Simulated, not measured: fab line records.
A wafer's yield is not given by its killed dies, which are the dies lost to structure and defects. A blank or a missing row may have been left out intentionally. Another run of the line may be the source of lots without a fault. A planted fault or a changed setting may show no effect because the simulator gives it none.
Struck lot and sound lot, side by side    flow nand-harc    12 out of 1302 route steps
Sound: wafers L183.3, L183.5, L183.6. Struck: wafer L196.1 (L196.2, L196.4, from the same lot, were not struck and are left out); the cause is given at the end.
At each step with rows: each side's tool, then ch and its chambers, then its first start. Under that, the readings that differ: sound wafers    struck wafers    difference of the means    sigmas: that difference in standard deviations of wafers without a fault.
alike: readings with means less than 2 such deviations apart, plus words and numbers identical on both sides. not compared: withheld readings, readings lacking a value on some wafer, bounds such as >300 that could conceal the same value, and numbers that have no deviation in the record and whose values overlap.
The two part at a step that has a row with sigmas, a row that says differs or no value, or rows on one side only. Numbers that have no deviation but don't overlap get no sigmas and don't part them. Lack of a reading on every wafer of one side parts them only where that side has two or more wafers.

NHARC_A_CHANNEL_FILL_D1_ALD_25: deposits SiOx, target thk 60 nm, pulse time 10 s, ald cycles 600.
  sound on ald-hk-04 ch 0,1, day 10 20:34; struck on ald-hk-01 ch 3, day 16 05:28
  alike: heater-power-w, precursor-pulse-height-rel
NHARC_A_CHANNEL_FILL_D1_ETCHBACK_08: etches the open film in C4F8, target depth 220 nm, time 110 s.
  sound on rie-diel-02 ch 2,3; struck on rie-diel-02 ch 0
  alike: oes-product-au, rf-vpp-V
  not compared: rf-hours-counter-h
NHARC_A_CHANNEL_FILL_D1_STRIP_29: strips in O2, time 20 s.
  sound on rie-diel-02 ch 0,1; struck on rie-diel-02 ch 0
  alike: drypump-motor-current-A, oes-product-au, rf-vpp-V, showerhead-plenum-p-Torr, throttle-valve-pct
  not compared: rf-hours-counter-h
then, 3 steps without rows for these wafers: NHARC_A_CHANNEL_FILL_D1_PRECLEAN_30 (cleans in dHF, time 30 s); NHARC_A_CHANNEL_FILL_D1_SRD_31; NHARC_A_CHANNEL_FILL_D1_CVD_09 (deposits poly-Si, target thk 150 nm, time 3000 s).
NHARC_A_CHANNEL_FILL_D1_CMP_10: polishes, target thk 150 nm.
  sound on cmp-02 ch 0,1, day 11 07:55; struck on cmp-01 ch 0, day 16 15:35
  alike: motor-current-A, time-to-endpoint-s
next, for these wafers, 1 step has no rows: NHARC_A_CHANNEL_FILL_D1_SRD_12.
NHARC_A_CHANNEL_FILL_D1_INSPECT_13:
  sound on defect-inspect-01, day 11 08:20; struck on defect-inspect-02, day 16 15:59
  alike: raw-defect-count
NHARC_A_DECK1_JOINT_ETCHBACK_07: etches the open film in HBr, target depth 105 nm, time 26.9 s.
  sound on rie-si-01 ch 0,1, day 11 08:23; struck on rie-si-04 ch 2, day 16 16:02
reading                sound              struck  difference  sigmas
oes-product-au (a.u.)  1.006 1.008 0.998  1.376   +0.372      +34
  alike: drypump-motor-current-A, throttle-valve-pct
  not compared: rf-hours-counter-h
then, 1 step without rows for these wafers: NHARC_A_DECK1_JOINT_ETCH_25 (etches SiO2 in dHF, target depth 0.5 nm).
-- the record jumps here: 14 days lie between the struck wafers' starts before and after (it left off in module A_DECK1_JOINT and takes up again in module END, whose first step shown is number 1302 of the route) --
NHARC_END_SORT_01:
  sound on prober-01 ch 0, day 25 01:26; struck on prober-02 ch 0, day 30 11:01
reading          sound     struck  difference  sigmas
killed-at-array  87 82 80  34      -49         -3
killed-dies      97 86 86  43      -47         -3
  alike: killed-at-other, killed-at-periphery, killed-open, killed-short

## WHERE THEY PART
At NHARC_A_DECK1_JOINT_ETCHBACK_07 first; at NHARC_END_SORT_01 last (within this record only).

WHY: the cause the simulator had injected
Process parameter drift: rie-si-04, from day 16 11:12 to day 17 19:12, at NHARC_A_DECK1_JOINT_ETCHBACK_07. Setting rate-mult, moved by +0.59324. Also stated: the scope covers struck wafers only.
